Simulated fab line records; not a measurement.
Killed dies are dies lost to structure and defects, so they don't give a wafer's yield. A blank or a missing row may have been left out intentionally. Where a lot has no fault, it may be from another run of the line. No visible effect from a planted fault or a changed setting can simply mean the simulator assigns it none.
fab line records + flow n5_finfet
record:
- lots: 7
- wafers: 21
route steps=1938 shown BEOL_M13@1659 BEOL_M15@1809 MIM_BOT_LITHO@1858
start_h: the number of hours between the record's first day and the start of the first shown wafer of the lot + wait_h: hours from the lot's prior step to this one + " unchanged from the row above + L1.1+2: one row covering several wafers at once + - value missing, or start not given + * or withheld: withheld + < > ~ a bound
route shown NAME@n: a module of which the file shows steps, and the number in the route of the first + usual: average and standard deviation across the fault-free wafers + same: alike in all rows + chamber/n: place in a boat + sites: the reading at each site + _std_site: standard deviation across them + _edge_site: the outer-site mean with the inner-site mean subtracted + radius_mm: for every site, how far away it sits from the centre of the wafer + mask NAME#n: copy n + behind: the tool/chamber that last shaped the wafer + hold: what put the lot on hold/how long, in hours/how the hold closed + device: whichever transistor did not switch (one of n, p or np) + end of line: the tests these same wafers got at the end of their route + a step given without rows: its recipe and nothing more + killed: not the wafer's yield, but the dies lost to structure and defects at the first sort + map: the dies of a wafer, with x for killed, . for not killed, _ for no die there
set.NAME: setting as actually run; set.NAME@STEP: the setting as run at that earlier step + model.NAME: the simulator's own value behind a step, which no gauge read
lots where settings were altered on purpose, with a table for each step and a row for each wafer
== steps ==
step: N5_BEOL_M13_ILD_DEP_00
recipe:
- material: SiOC
- target_thk_a: 8379.2
- temp_c: 350
- precursor: DEMS/O2
- pressure_torr: 5
- rf_w: 500
- time_s: 166.4
| lot.wafer | tool     | chamber | start_h | wait_h | set.time_s | model.SiOC_of_BEOL_M13_ILD_DEP_00.thk_nm |
|-----------|----------|---------|---------|--------|------------|------------------------------------------|
| L078.1    | pecvd-01 | 2       | 270.18  | 0.0    | 166.4      | 834.6                                    |
| L078.2    | "        | 0       | "       | "      | 166.4      | 842                                      |
| L078.3    | "        | 1       | "       | "      | 150.8      | 753.8                                    |
| L081.2    | pecvd-01 | 1       | 288.70  | 0.0    | 166.4      | 826.6                                    |
| L081.4    | "        | 0       | "       | "      | 166.4      | 847.4                                    |
| L081.5    | "        | 1       | "       | "      | 150.7      | 760.8                                    |
| L082.1    | pecvd-02 | 1       | 307.60  | 0.0    | 166.4      | 830.2                                    |
| L082.5    | "        | 0       | "       | "      | 166.4      | 838                                      |
| L082.6    | "        | 2       | "       | "      | 157        | 795.6                                    |
| L088.1    | pecvd-04 | 1       | 344.10  | 0.0    | 188.8      | 947                                      |
| L088.4    | "        | 2       | "       | "      | 166.4      | 858.4                                    |
| L088.6    | "        | 0       | "       | "      | 188.8      | 954.6                                    |
| L087.1    | pecvd-02 | 1       | 349.65  | 0.0    | 151        | 764.2                                    |
| L087.3    | "        | 2       | "       | "      | 151        | 762.6                                    |
| L087.4    | "        | 1       | "       | "      | 151        | 754.2                                    |
| L090.2    | pecvd-02 | 2       | 349.92  | 0.0    | 186.8      | 920.6                                    |
| L090.4    | "        | 2       | "       | "      | 166.4      | 834.6                                    |
| L090.5    | "        | 1       | "       | "      | 186.8      | 946.8                                    |
| L097.1    | pecvd-01 | 0       | 400.42  | 0.0    | 166.4      | 833                                      |
| L097.5    | "        | 0       | "       | "      | 166.4      | 854.4                                    |
| L097.6    | "        | 2       | "       | "      | 166.4      | 841.4                                    |
step: N5_BEOL_M13_THK_MEAS_01
recipe:
- reads: SiOC_of_BEOL_M13_ILD_DEP_00
usual:
- M13_ILD_THK: 840/10
| lot.wafer | tool          | chamber | start_h | wait_h | set.time_s@BEOL_M13_ILD_DEP_00 | M13_ILD_THK[nm] |
|-----------|---------------|---------|---------|--------|--------------------------------|-----------------|
| L078.1    | film_metro-01 | -       | 270.34  | 0.1    | 166.4                          | 834             |
| L078.2    | "             | -       | "       | "      | 166.4                          | 842             |
| L078.3    | "             | -       | "       | "      | 150.8                          | 754             |
| L081.2    | film_metro-02 | -       | 288.85  | 0.1    | 166.4                          | 826             |
| L081.4    | "             | -       | "       | "      | 166.4                          | 848             |
| L081.5    | "             | -       | "       | "      | 150.7                          | 761             |
| L082.1    | film_metro-02 | -       | 307.76  | 0.1    | 166.4                          | 830             |
| L082.5    | "             | -       | "       | "      | 166.4                          | 838             |
| L082.6    | "             | -       | "       | "      | 157                            | 795             |
| L088.1    | film_metro-02 | -       | 344.25  | 0.1    | 188.8                          | 946             |
| L088.4    | "             | -       | "       | "      | 166.4                          | 858             |
| L088.6    | "             | -       | "       | "      | 188.8                          | 955             |
| L087.1    | film_metro-02 | -       | 349.80  | 0.1    | 151                            | 764             |
| L087.3    | "             | -       | "       | "      | 151                            | 763             |
| L087.4    | "             | -       | "       | "      | 151                            | 755             |
| L090.2    | film_metro-02 | -       | 350.07  | 0.1    | 186.8                          | 920             |
| L090.4    | "             | -       | "       | "      | 166.4                          | 834             |
| L090.5    | "             | -       | "       | "      | 186.8                          | 947             |
| L097.1    | film_metro-02 | -       | 400.63  | 0.2    | 166.4                          | 833             |
| L097.5    | "             | -       | "       | "      | 166.4                          | 854             |
| L097.6    | "             | -       | "       | "      | 166.4                          | 841             |
step: N5_BEOL_M13_COAT_58
recipe:
- resist: BARC
- temp_c: 205
- time_s: 60
- spin_rpm: 1500
- resist_thk_nm: 89
step: N5_BEOL_M13_COAT_04
recipe:
- spin_rpm: 1625
- resist_thk_nm: 400
step: N5_BEOL_M13_DESCUM_15
recipe:
- chemistry: O2
- time_s: 7.9
- source_power_w: 50
- bias_power_w: 20
- pressure_mtorr: 20
- rf_frequency_hz: 2.712e+07
- temp_c: 40
- o2_flow_sccm: 225
step: N5_BEOL_M13_ETCH_59
recipe:
- chemistry: N2/H2
- target: BARC
- target_depth_a: 890
- overetch_a: 267
- time_s: 67.9
- ion_energy_ev: 200
- pressure_mtorr: 30
- source_w: 840
- bias_w: 150
- n2_flow_sccm: 200
- h2_flow_sccm: 200
step: N5_BEOL_M13_VIA_ETCH_16
recipe:
- chemistry: C4F8/O2/Ar
- target: SiOC
- pressure_mtorr: 30
- source_w: 3000
- bias_w: 700
- Ar_flow_sccm: 400
- C4F8_flow_sccm: 15
- O2_flow_sccm: 8
- he_inner_torr: 15
- he_outer_torr: 30
- target_depth_a: 9217
- time_s: withheld
- ion_energy_ev: 250
- ends: cleared
| lot.wafer | tool        | chamber | start_h | wait_h | set.time_s@BEOL_M13_ILD_DEP_00 | model.etch.depth_nm | model.coat_of_BEOL_M13_COAT_04.thk_nm |
|-----------|-------------|---------|---------|--------|--------------------------------|---------------------|---------------------------------------|
| L078.1    | rie_diel-06 | 0       | 270.81  | 0.0    | *                              | 834.5               | 74.2                                  |
| L078.2    | "           | 2       | "       | "      | *                              | 841.9               | 66.8                                  |
| L078.3    | "           | 1       | "       | "      | *                              | 753.9               | 97.4                                  |
| L081.2    | rie_diel-03 | 3       | 289.60  | 0.0    | *                              | 826.6               | 73.6                                  |
| L081.4    | "           | 2       | "       | "      | *                              | 847.4               | 65.8                                  |
| L081.5    | "           | 1       | "       | "      | *                              | 760.7               | 90.2                                  |
| L082.1    | rie_diel-06 | 1       | 308.36  | 0.0    | *                              | 830.3               | 71.2                                  |
| L082.5    | "           | 1       | "       | "      | *                              | 838.1               | 67.8                                  |
| L082.6    | "           | 0       | "       | "      | *                              | 795.5               | 85.2                                  |
| L088.1    | rie_diel-05 | 3       | 344.86  | 0.0    | *                              | 947                 | 43.2                                  |
| L088.4    | "           | 0       | "       | "      | *                              | 858.4               | 65.4                                  |
| L088.6    | "           | 2       | "       | "      | *                              | 954.6               | 41.4                                  |
| L087.1    | rie_diel-03 | 3       | 350.63  | 0.0    | *                              | 764.2               | 94.8                                  |
| L087.3    | "           | 1       | "       | "      | *                              | 762.5               | 91.4                                  |
| L087.4    | "           | 1       | "       | "      | *                              | 754.3               | 92.8                                  |
| L090.2    | rie_diel-06 | 0       | 350.67  | 0.0    | *                              | 920.7               | 48.8                                  |
| L090.4    | "           | 3       | "       | "      | *                              | 834.7               | 69.6                                  |
| L090.5    | "           | 1       | "       | "      | *                              | 946.8               | 37.6                                  |
| L097.1    | rie_diel-05 | 0       | 401.24  | 0.0    | *                              | 833                 | 71.4                                  |
| L097.5    | "           | 1       | "       | "      | *                              | 854.4               | 65.4                                  |
| L097.6    | "           | 0       | "       | "      | *                              | 841.3               | 70                                    |
step: N5_BEOL_M13_STRIP_63
recipe:
- chemistry: N2/H2
- power_w: 1000
- temp_c: 250
- h2_frac: 0.65
- overash_fraction: 0.3
- pressure_mtorr: 1000
- n2_flow_sccm: 1750
- h2_flow_sccm: 3250
usual:
- strip_time_to_endpoint_s: 27.7/1.2
| lot.wafer | tool            | chamber | start_h | wait_h | set.time_s@BEOL_M13_ILD_DEP_00 | strip_time_to_endpoint_s |
|-----------|-----------------|---------|---------|--------|--------------------------------|--------------------------|
| L078.1    | plasma_asher-02 | 0       | 271.05  | -      | 166.4                          | 28.9                     |
| L078.2    | "               | 1       | "       | "      | 166.4                          | 26.7                     |
| L078.3    | "               | 0       | "       | "      | 150.8                          | 35.5                     |
| L081.2    | plasma_asher-01 | 0       | 289.83  | -      | 166.4                          | 28.7                     |
| L081.4    | "               | 0       | "       | "      | 166.4                          | 26.4                     |
| L081.5    | "               | 0       | "       | "      | 150.7                          | 33.5                     |
| L082.1    | plasma_asher-02 | 0       | 308.59  | -      | 166.4                          | 28.0                     |
| L082.5    | "               | 0       | "       | "      | 166.4                          | 27.0                     |
| L082.6    | "               | 1       | "       | "      | 157                            | 32.0                     |
| L088.1    | plasma_asher-01 | 0       | 345.09  | -      | 188.8                          | 19.4                     |
| L088.4    | "               | 0       | "       | "      | 166.4                          | 26.3                     |
| L088.6    | "               | 1       | "       | "      | 188.8                          | 18.9                     |
| L087.1    | plasma_asher-02 | 0       | 351.20  | -      | 151                            | 34.8                     |
| L087.3    | "               | 0       | "       | "      | 151                            | 33.8                     |
| L087.4    | "               | 1       | "       | "      | 151                            | 34.2                     |
| L090.2    | plasma_asher-02 | 0       | 351.38  | -      | 186.8                          | 21.2                     |
| L090.4    | "               | 0       | "       | "      | 166.4                          | 27.6                     |
| L090.5    | "               | 1       | "       | "      | 186.8                          | 17.6                     |
| L097.1    | plasma_asher-02 | 1       | 401.47  | -      | 166.4                          | 28.1                     |
| L097.5    | "               | 1       | "       | "      | 166.4                          | 26.3                     |
| L097.6    | "               | 0       | "       | "      | 166.4                          | 27.7                     |
step: N5_BEOL_M13_ETCH_68
recipe:
- chemistry: N2/H2
- target: SOC
- mask_material: SiARC
- source_w: 3000
- bias_w: 350
- temp_c: 40
- time_s: 355
- ion_energy_ev: 200
- pressure_mtorr: 30
- n2_flow_sccm: 200
- h2_flow_sccm: 200
| lot.wafer | tool        | chamber | start_h | wait_h | set.time_s | model.SiARC_of_BEOL_M13_COAT_66.thk_nm |
|-----------|-------------|---------|---------|--------|------------|----------------------------------------|
| L078.1    | rie_diel-03 | 2       | 272.65  | 0.1    | 355        | 77                                     |
| L078.2    | "           | 3       | "       | "      | 410.6      | 71.6                                   |
| L078.3    | "           | 0       | "       | "      | 410.6      | 71.8                                   |
| L081.2    | rie_diel-06 | 3       | 291.20  | 0.1    | 386.8      | 73.6                                   |
| L081.4    | "           | 2       | "       | "      | 355        | 77.4                                   |
| L081.5    | "           | 3       | "       | "      | 386.8      | 73.4                                   |
| L082.1    | rie_diel-06 | 3       | 309.40  | 0.1    | 355        | 77                                     |
| L082.5    | "           | 1       | "       | "      | 429.7      | 70.2                                   |
| L082.6    | "           | 2       | "       | "      | 429.7      | 70.6                                   |
| L088.1    | rie_diel-05 | 0       | 346.02  | 0.1    | 379.4      | 74.4                                   |
| L088.4    | "           | 1       | "       | "      | 379.4      | 75.4                                   |
| L088.6    | "           | 2       | "       | "      | 355        | 77.8                                   |
| L087.1    | rie_diel-05 | 0       | 352.13  | 0.1    | 355        | 76.2                                   |
| L087.3    | "           | 1       | "       | "      | 402.6      | 73.4                                   |
| L087.4    | "           | 2       | "       | "      | 355        | 76.8                                   |
| L090.2    | rie_diel-03 | 1       | 352.31  | 0.1    | 355        | 77.6                                   |
| L090.4    | "           | 1       | "       | "      | 355        | 78                                     |
| L090.5    | "           | 3       | "       | "      | 403.1      | 73.2                                   |
| L097.1+6  | rie_diel-06 | 3,2     | 402.28  | 0.1    | 355        | 77.2                                   |
| L097.5    | "           | 1       | "       | "      | 355        | 77                                     |
step: N5_BEOL_M15_TRENCH_ETCH_34
recipe:
- chemistry: C4F8/O2/Ar
- target: SiO2
- target_depth_a: 8729.3
- he_inner_torr: 15
- he_outer_torr: 30
- time_s: 199
- ion_energy_ev: 800
- pressure_mtorr: 20
- source_w: 1905
- bias_w: 2040
- Ar_flow_sccm: 400
- C4F8_flow_sccm: 16
- O2_flow_sccm: 12
| lot.wafer | tool        | chamber | start_h | wait_h | set.time_s | model.etch.depth_nm | model.coat_of_BEOL_M15_COAT_22.thk_nm |
|-----------|-------------|---------|---------|--------|------------|---------------------|---------------------------------------|
| L078.1    | rie_diel-05 | 0       | 283.28  | 0.0    | 231.9      | 1049                | 508.8                                 |
| L078.2    | "           | 2       | "       | "      | 231.9      | 982                 | 525.2                                 |
| L078.3    | "           | 3       | "       | "      | 199        | 855.3               | 549                                   |
| L081.2    | rie_diel-05 | 0       | 302.66  | 0.0    | 232.2      | 1045                | 511.8                                 |
| L081.4    | "           | 3       | "       | "      | 199        | 845.9               | 557                                   |
| L081.5    | "           | 0       | "       | "      | 199        | 902.3               | 540.6                                 |
| L082.1    | rie_diel-03 | 3       | 322.25  | 0.0    | 217.8      | 928.2               | 537                                   |
| L082.5    | "           | 0       | "       | "      | 217.8      | 920.3               | 525.8                                 |
| L082.6    | "           | 3       | "       | "      | 199        | 855.9               | 552.4                                 |
| L088.1    | rie_diel-06 | 0       | 361.75  | 0.0    | 161.6      | 691.5               | 580.8                                 |
| L088.4    | "           | 1       | "       | "      | 161.6      | 710.3               | 568.8                                 |
| L088.6    | "           | 0       | "       | "      | 199        | 855.3               | 551.2                                 |
| L087.1    | rie_diel-05 | 1       | 367.30  | 0.0    | 199        | 878.5               | 549                                   |
| L087.3    | "           | 0       | "       | "      | 199        | 889.3               | 540.6                                 |
| L087.4    | "           | 3       | "       | "      | 199        | 855.3               | 551.6                                 |
| L090.2    | rie_diel-03 | 1       | 371.69  | 0.0    | 187.4      | 803.8               | 559.8                                 |
| L090.4    | "           | 2       | "       | "      | 199        | 898.7               | 547.6                                 |
| L090.5    | "           | 1       | "       | "      | 187.4      | 811.2               | 558.8                                 |
| L097.1    | rie_diel-06 | 3       | 422.88  | 0.0    | 199        | 897.4               | 534.2                                 |
| L097.5    | "           | 0       | "       | "      | 199        | 854.3               | 549.4                                 |
| L097.6    | "           | 3       | "       | "      | 199        | 891.5               | 535.4                                 |
step: N5_BEOL_M15_STRIP_36
recipe:
- chemistry: O2
- power_w: 600
- temp_c: 60
- pressure_mtorr: 30
- rf_frequency_hz: 6e+07
- bias_power_w: 0
- overash_fraction: 0.3
- o2_flow_sccm: 225
step: N5_BEOL_M15_ECD_47
recipe:
- material: Cu
- target_thk_a: 18600
step: N5_BEOL_M15_ANNEAL_48
recipe:
- temp_c: 225
- time_s: 90
- ambient: N2
step: N5_BEOL_M15_CMP_49
recipe:
- stop_on: SiO2
- t_overpolish_s: 4.9
- down_force_psi: 2
- platen_rpm: 80
- clearing_platen_down_force_psi: 2
- clearing_platen_rpm: 80
- post_cmp_clean: cu_alkaline
- target_thk_nm: 850
- clearing_platen_pad_velocity_m_s: 1.5917
- pad_velocity_m_s: 1.5917
| lot.wafer | tool   | chamber | start_h | wait_h | set.time_s@BEOL_M15_TRENCH_ETCH_34 | model.Cu_of_BEOL_M15_ECD_47.thk_nm |
|-----------|--------|---------|---------|--------|------------------------------------|------------------------------------|
| L078.3    | cmp-01 | 1       | 285.69  | 0.2    | 199                                | 832.2                              |
| L078.1    | "      | 2       | "       | "      | 231.9                              | 1026                               |
| L078.2    | "      | 0       | "       | "      | 231.9                              | 961.6                              |
| L081.2    | cmp-04 | 3       | 305.09  | 0.2    | 232.2                              | 1025                               |
| L081.4    | "      | 1       | "       | "      | 199                                | 823.6                              |
| L081.5    | "      | 2       | "       | "      | 199                                | 880.2                              |
| L082.1    | cmp-01 | 3       | 327.78  | 0.3    | 217.8                              | 902.6                              |
| L082.6    | "      | 2       | "       | "      | 199                                | 834.2                              |
| L082.5    | "      | 3       | "       | "      | 217.8                              | 895.6                              |
| L088.4    | cmp-02 | 3       | 365.77  | 0.2    | 161.6                              | 689.2                              |
| L088.1    | "      | 1       | "       | "      | 161.6                              | 670                                |
| L088.6    | "      | 2       | "       | "      | 199                                | 833.8                              |
| L087.1    | cmp-04 | 1       | 374.25  | 0.3    | 199                                | 855.4                              |
| L087.3    | "      | 2       | "       | "      | 199                                | 867.4                              |
| L087.4    | "      | 3       | "       | "      | 199                                | 834                                |
| L090.4    | cmp-01 | 2       | 380.22  | 0.1    | 199                                | 876.4                              |
| L090.2    | "      | 1       | "       | "      | 187.4                              | 780                                |
| L090.5    | "      | 3       | "       | "      | 187.4                              | 785.4                              |
| L097.1    | cmp-04 | 0       | 427.30  | 0.3    | 199                                | 872.4                              |
| L097.6    | "      | 0       | "       | "      | 199                                | 868                                |
| L097.5    | "      | 1       | "       | "      | 199                                | 829.2                              |
step: N5_BEOL_M15_THK_MEAS_50
recipe:
- thk_meas_gauge: xrf
- reads: Cu_of_BEOL_M15_ECD_47
usual:
- M15_THK: 845/20
| lot.wafer | tool          | chamber | start_h | wait_h | set.time_s@BEOL_M15_TRENCH_ETCH_34 | M15_THK[nm] |
|-----------|---------------|---------|---------|--------|------------------------------------|-------------|
| L078.1    | film_metro-01 | -       | 285.98  | -      | 231.9                              | 1026        |
| L078.2    | "             | -       | "       | "      | 231.9                              | 962         |
| L078.3    | "             | -       | "       | "      | 199                                | 832         |
| L081.2    | film_metro-01 | -       | 305.35  | -      | 232.2                              | 1032        |
| L081.4    | "             | -       | "       | "      | 199                                | 821         |
| L081.5    | "             | -       | "       | "      | 199                                | 881         |
| L082.1    | film_metro-02 | -       | 328.04  | -      | 217.8                              | 902         |
| L082.5    | "             | -       | "       | "      | 217.8                              | 895         |
| L082.6    | "             | -       | "       | "      | 199                                | 832         |
| L088.1    | film_metro-02 | -       | 366.03  | -      | 161.6                              | 664         |
| L088.4    | "             | -       | "       | "      | 161.6                              | 683         |
| L088.6    | "             | -       | "       | "      | 199                                | 827         |
| L087.1    | film_metro-02 | -       | 374.54  | -      | 199                                | 858         |
| L087.3    | "             | -       | "       | "      | 199                                | 867         |
| L087.4    | "             | -       | "       | "      | 199                                | 832         |
| L090.2    | film_metro-01 | -       | 380.51  | -      | 187.4                              | 785         |
| L090.4    | "             | -       | "       | "      | 199                                | 878         |
| L090.5    | "             | -       | "       | "      | 187.4                              | 791         |
| L097.1    | film_metro-02 | -       | 427.59  | -      | 199                                | 865         |
| L097.5    | "             | -       | "       | "      | 199                                | 827         |
| L097.6    | "             | -       | "       | "      | 199                                | 862         |
step: N5_BEOL_M15_PRE_CLEAN_52
recipe:
- gas: NH3
- time_s: 15
- temp_c: withheld
- rf_power_w: 300
step: N5_BEOL_M15_DEP_53
recipe:
- material: SiCN
- target_thk_a: 500
- temp_c: withheld
- precursor: 3MS/NH3
- pressure_torr: 3
- rf_w: 675
- time_s: 17.8
step: N5_BEOL_M15_RS_MEAS_54
recipe:
- thk_meas_gauge: four-point-probe
- reads: Cu_of_BEOL_M15_ECD_47+Ta_of_BEOL_M15_SPUTTER_44+TaN_of_BEOL_M15_SPUTTER_43
usual:
- M15_RS: 0.0216/0.0005
| lot.wafer | tool          | chamber | start_h | wait_h | set.time_s@BEOL_M15_TRENCH_ETCH_34 | M15_RS[ohm/sq] |
|-----------|---------------|---------|---------|--------|------------------------------------|----------------|
| L078.1    | film_metro-01 | -       | 286.11  | 0.0    | 231.9                              | 0.0178         |
| L078.2    | "             | -       | "       | "      | 231.9                              | 0.0189         |
| L078.3    | "             | -       | "       | "      | 199                                | 0.0220         |
| L081.2    | film_metro-02 | -       | 305.48  | 0.1    | 232.2                              | 0.0178         |
| L081.4    | "             | -       | "       | "      | 199                                | 0.0222         |
| L081.5    | "             | -       | "       | "      | 199                                | 0.0208         |
| L082.1    | film_metro-02 | -       | 328.17  | 0.0    | 217.8                              | 0.0202         |
| L082.5    | "             | -       | "       | "      | 217.8                              | 0.0204         |
| L082.6    | "             | -       | "       | "      | 199                                | 0.0219         |
| L088.1    | film_metro-02 | -       | 366.15  | 0.0    | 161.6                              | 0.0274         |
| L088.4    | "             | -       | "       | "      | 161.6                              | 0.0266         |
| L088.6    | "             | -       | "       | "      | 199                                | 0.0220         |
| L087.1    | film_metro-02 | -       | 374.67  | 0.0    | 199                                | 0.0214         |
| L087.3    | "             | -       | "       | "      | 199                                | 0.0211         |
| L087.4    | "             | -       | "       | "      | 199                                | 0.0219         |
| L090.2    | film_metro-01 | -       | 380.64  | 0.1    | 187.4                              | 0.0235         |
| L090.4    | "             | -       | "       | "      | 199                                | 0.0209         |
| L090.5    | "             | -       | "       | "      | 187.4                              | 0.0233         |
| L097.1    | film_metro-01 | -       | 427.72  | 0.0    | 199                                | 0.0210         |
| L097.5    | "             | -       | "       | "      | 199                                | 0.0221         |
| L097.6    | "             | -       | "       | "      | 199                                | 0.0211         |
step: N5_MIM_BOT_LITHO_EXPOSE_05
recipe:
- mask_id: MIM_BOT
- na: 0.55
- source_shape: conventional
- sigma_outer: 0.8
- polarization: unpolarized
- dose_mj: 24.25
| lot.wafer  | tool           | chamber | start_h | wait_h | mask      | set.dose_mj |
|------------|----------------|---------|---------|--------|-----------|-------------|
| L078.1     | krf_scanner-02 | 0       | 291.21  | -      | MIM_BOT#0 | 25.29       |
| L078.2+3   | "              | 0       | "       | "      | MIM_BOT#0 | 24.25       |
| L081.2+4   | krf_scanner-01 | 0       | 310.47  | -      | MIM_BOT#0 | 23.61       |
| L081.5     | "              | 0       | "       | "      | MIM_BOT#0 | 24.25       |
| L082.1     | krf_scanner-01 | 0       | 332.85  | -      | MIM_BOT#0 | 25.41       |
| L082.5+6   | "              | 0       | "       | "      | MIM_BOT#0 | 24.25       |
| L088.1+6   | krf_scanner-02 | 0       | 370.40  | -      | MIM_BOT#0 | 25.9        |
| L088.4     | "              | 0       | "       | "      | MIM_BOT#0 | 24.25       |
| L087.1+3   | krf_scanner-01 | 0       | 378.51  | -      | MIM_BOT#0 | 25.71       |
| L087.4     | "              | 0       | "       | "      | MIM_BOT#0 | 24.25       |
| L090.2+4+5 | krf_scanner-01 | 0       | 384.96  | -      | MIM_BOT#0 | 24.25       |
| L097.1+5+6 | krf_scanner-01 | 0       | 433.26  | -      | MIM_BOT#0 | 24.25       |
step: N5_MIM_BOT_LITHO_DEVELOP_07
recipe:
- develop_time_s: 60
- rinse_liquid: diw
- dry: air_spin
- dev_temp_c: 21
| lot.wafer  | tool           | chamber | start_h | wait_h | set.develop_time_s |
|------------|----------------|---------|---------|--------|--------------------|
| L078.1+2+3 | litho_track-05 | 0       | -       | -      | 60                 |
| L081.2+5   | litho_track-05 | 0       | -       | -      | 68.74              |
| L081.4     | "              | 0       | "       | "      | 60                 |
| L082.1+6   | litho_track-04 | 0       | -       | -      | 54.29              |
| L082.5     | "              | 0       | "       | "      | 60                 |
| L088.1+6   | litho_track-05 | 0       | -       | -      | 60                 |
| L088.4     | "              | 0       | "       | "      | 69.76              |
| L087.1+3+4 | litho_track-05 | 0       | -       | -      | 60                 |
| L090.2+4   | litho_track-03 | 0       | -       | -      | 60                 |
| L090.5     | "              | 0       | "       | "      | 73.26              |
| L097.1+5+6 | litho_track-04 | 0       | -       | -      | 60                 |
step: N5_MIM_BOT_LITHO_HARDBAKE_09
recipe:
- temp_c: 130
- time_s: 120
step: N5_MIM_BOT_LITHO_CD_MEAS_08
recipe:
- target_cd_nm: 3000
- landing_energy_ev: 500
- detector: se_inlens
- polarity: opening
usual:
- cd_nm: 2999.9/1.9
| lot.wafer | tool      | chamber | start_h | wait_h | set.dose_mj@MIM_BOT_LITHO_EXPOSE_05 | cd_nm  |
|-----------|-----------|---------|---------|--------|-------------------------------------|--------|
| L078.1    | cd_sem-01 | 0       | 291.38  | -      | 25.29                               | 3004.6 |
| L078.2    | "         | 0       | "       | "      | 24.25                               | 2996.8 |
| L078.3    | "         | 0       | "       | "      | 24.25                               | 2998.3 |
| L081.2    | cd_sem-01 | 0       | 310.64  | -      | 23.61                               | 2996.4 |
| L081.4    | "         | 0       | "       | "      | 23.61                               | 2993.4 |
| L081.5    | "         | 0       | "       | "      | 24.25                               | 3000.1 |
| L082.1    | cd_sem-02 | 0       | 333.03  | -      | 25.41                               | 3006.4 |
| L082.5    | "         | 0       | "       | "      | 24.25                               | 3002.0 |
| L082.6    | "         | 0       | "       | "      | 24.25                               | 3000.2 |
| L088.1    | cd_sem-03 | 0       | 370.57  | -      | 25.9                                | 3007.1 |
| L088.4    | "         | 0       | "       | "      | 24.25                               | 2999.7 |
| L088.6    | "         | 0       | "       | "      | 25.9                                | 3010.4 |
| L087.1    | cd_sem-02 | 0       | 378.68  | -      | 25.71                               | 3012.2 |
| L087.3    | "         | 0       | "       | "      | 25.71                               | 3007.9 |
| L087.4    | "         | 0       | "       | "      | 24.25                               | 3002.0 |
| L090.2    | cd_sem-01 | 0       | 385.14  | -      | 24.25                               | 2998.8 |
| L090.4    | "         | 0       | "       | "      | 24.25                               | 3000.8 |
| L090.5    | "         | 0       | "       | "      | 24.25                               | 3003.0 |
| L097.1    | cd_sem-02 | 0       | 433.43  | -      | 24.25                               | 2999.0 |
| L097.5    | "         | 0       | "       | "      | 24.25                               | 2999.2 |
| L097.6    | "         | 0       | "       | "      | 24.25                               | 2998.3 |
== key ==
split:
- step: N5_BEOL_M13_ILD_DEP_00
- setting: time_s
- stated: 166.4
- by: wafer
response:
- step: N5_BEOL_M13_ILD_DEP_00
- reading: model.SiOC_of_BEOL_M13_ILD_DEP_00.thk_nm
- change: +7.75
- per: 1%
- r: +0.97
response:
- step: N5_BEOL_M13_THK_MEAS_01
- reading: M13_ILD_THK
- change: +7.74
- per: 1%
- r: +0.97
response:
- step: N5_BEOL_M13_VIA_ETCH_16
- reading: model.etch.depth_nm
- change: +7.75
- per: 1%
- r: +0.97
response:
- step: N5_BEOL_M13_VIA_ETCH_16
- reading: model.coat_of_BEOL_M13_COAT_04.thk_nm
- change: -2.16
- per: 1%
- r: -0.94
response:
- step: N5_BEOL_M13_STRIP_63
- reading: strip_time_to_endpoint_s
- change: *
- per: 1%
- r: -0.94
split:
- step: N5_BEOL_M13_ETCH_68
- setting: time_s
- stated: 355
- by: wafer
response:
- step: N5_BEOL_M13_ETCH_68
- reading: model.SiARC_of_BEOL_M13_COAT_66.thk_nm
- change: -0.323
- per: 1%
- r: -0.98
split:
- step: N5_BEOL_M15_TRENCH_ETCH_34
- setting: time_s
- stated: 199
- by: wafer
response:
- step: N5_BEOL_M15_TRENCH_ETCH_34
- reading: model.etch.depth_nm
- change: +9.31
- per: 1%
- r: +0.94
response:
- step: N5_BEOL_M15_TRENCH_ETCH_34
- reading: model.coat_of_BEOL_M15_COAT_22.thk_nm
- change: -1.81
- per: 1%
- r: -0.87
response:
- step: N5_BEOL_M15_CMP_49
- reading: model.Cu_of_BEOL_M15_ECD_47.thk_nm
- change: +9.35
- per: 1%
- r: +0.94
response:
- step: N5_BEOL_M15_THK_MEAS_50
- reading: M15_THK
- change: +9.46
- per: 1%
- r: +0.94
response:
- step: N5_BEOL_M15_RS_MEAS_54
- reading: M15_RS
- change: -0.00024
- per: 1%
- r: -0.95
split:
- step: N5_MIM_BOT_LITHO_EXPOSE_05
- setting: dose_mj
- stated: 24.25
- by: wafer
response:
- step: N5_MIM_BOT_LITHO_CD_MEAS_08
- reading: cd_nm
- change: +1.37
- per: 1%
- r: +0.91
split:
- step: N5_MIM_BOT_LITHO_DEVELOP_07
- setting: develop_time_s
- stated: 60
- by: wafer
response none clear
